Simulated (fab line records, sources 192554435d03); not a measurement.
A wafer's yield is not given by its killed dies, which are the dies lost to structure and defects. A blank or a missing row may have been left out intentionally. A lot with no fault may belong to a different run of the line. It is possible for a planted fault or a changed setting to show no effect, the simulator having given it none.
Chamber matching || flow n5 finfet || 4 sister chambers for N5_BEOL_M11_ETCH_66 on rie diel-05
The step etches SOC in N2/H2, target depth 120 nm, overetch 24 nm, time 180 s. 4 wafers are shown with their chamber, then 7 later ones without.

WAFERS, EACH WITH ITS CHAMBER
{"wafer": "L090.1", "chamber": 0, "showerhead plenum p Torr (Torr)": 2.73}
{"wafer": "L090.4", "chamber": 2, "showerhead plenum p Torr (Torr)": 2.44}
{"wafer": "L094.1", "chamber": 1, "showerhead plenum p Torr (Torr)": 2.52}
{"wafer": "L094.5", "chamber": 3, "showerhead plenum p Torr (Torr)": 2.68}

WAFERS MISSING THEIR CHAMBER
{"wafer": "L094.6", "showerhead plenum p Torr (Torr)": 2.73}
{"wafer": "L096.1", "showerhead plenum p Torr (Torr)": 2.68}
{"wafer": "L096.2", "showerhead plenum p Torr (Torr)": 2.44}
{"wafer": "L096.4", "showerhead plenum p Torr (Torr)": 2.73}
{"wafer": "L097.2", "showerhead plenum p Torr (Torr)": 2.67}
{"wafer": "L097.3", "showerhead plenum p Torr (Torr)": 2.72}
{"wafer": "L097.5", "showerhead plenum p Torr (Torr)": 2.72}

WHICH CHAMBER EACH ONE RAN IN
{"wafer": "L094.6", "from the rows above": 0, "in truth": 0}
{"wafer": "L096.1", "from the rows above": 3, "in truth": 3}
{"wafer": "L096.2", "from the rows above": 2, "in truth": 2}
{"wafer": "L096.4", "from the rows above": 0, "in truth": 0}
{"wafer": "L097.2", "from the rows above": 3, "in truth": 3}
{"wafer": "L097.3", "from the rows above": 0, "in truth": 0}
{"wafer": "L097.5", "from the rows above": 0, "in truth": 0}
Placed correctly: 7 of 7. Number that these rows cannot place: 0. Number placed wrongly: 0.
How it was worked out, from the rows above alone: a wafer's distance from a chamber is the root of the sum, over the readings, of the square of ((its reading less the chamber's mean) divided by the reading's scatter). The wafer belongs to the nearest chamber; if the next one is less than 2 further off, it can't be placed. A chamber's mean is the mean of its shown wafers. The scatter (one wafer shown for each chamber): square how far every hidden wafer sits from the nearest shown wafer, average those squares and take the square root.
